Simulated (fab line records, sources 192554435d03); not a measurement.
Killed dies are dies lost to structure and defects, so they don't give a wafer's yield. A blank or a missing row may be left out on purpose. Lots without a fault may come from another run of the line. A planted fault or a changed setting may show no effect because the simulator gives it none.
Chamber matching | flow n5_finfet | N5_SPACER0_ALD_08 on ald_sin-04: 4 sister chambers
The step deposits SiNx, target thk 2 nm. 14 wafers are shown with their chamber, then 7 later ones without.

WAFERS WITH THEIR CHAMBER
wafer  | chamber | heater_power_w (W)
L079.2 | 0       | 748
L079.3 | 2       | 929
L079.4 | 3       | 986
L080.1 | 0       | 786
L080.3 | 2       | 959
L080.4 | 3       | 1012
L081.2 | 1       | 918
L081.5 | 1       | 865
L081.6 | 0       | 746
L082.1 | 2       | 961
L082.5 | 3       | 994
L082.6 | 2       | 936
L085.1 | 1       | 905
L085.2 | 0       | 758

SIGNATURES (means of the wafers above)
reading        | chamber 0 | chamber 1 | chamber 2 | chamber 3 | scatter within a chamber
heater_power_w | 759.50    | 896.00    | 946.25    | 997.33    | 19.2
Rule: a wafer's distance from a chamber is the root of the sum, over the readings, of the square of ((its reading less the chamber's mean) divided by the reading's scatter). The wafer belongs to the nearest chamber; if the next one is less than 2 further off, it can't be placed. The scatter: the root of (the sum of the squares of (reading less its chamber's mean) over the shown wafers, divided by (wafers less chambers)).

WAFERS WITHOUT THEIR CHAMBER
wafer  | heater_power_w (W)
L085.3 | 980
L085.4 | 929
L085.5 | 778
L085.6 | 890
L087.1 | 951
L087.4 | 894
L087.5 | 921

WHICH CHAMBER EACH WENT THROUGH
wafer  | from the rows above     | in truth
L085.3 | can't be placed: 3 or 2 | 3
L085.4 | can't be placed: 2 or 1 | 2
L085.5 | 0                       | 0
L085.6 | 1                       | 1
L087.1 | 2                       | 2
L087.4 | 1                       | 1
L087.5 | can't be placed: 1 or 2 | 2
Placed correctly: 4 of 7. Can't be placed from these rows: 3 (the true chamber is among the candidates in 3). Placed wrongly: 0.
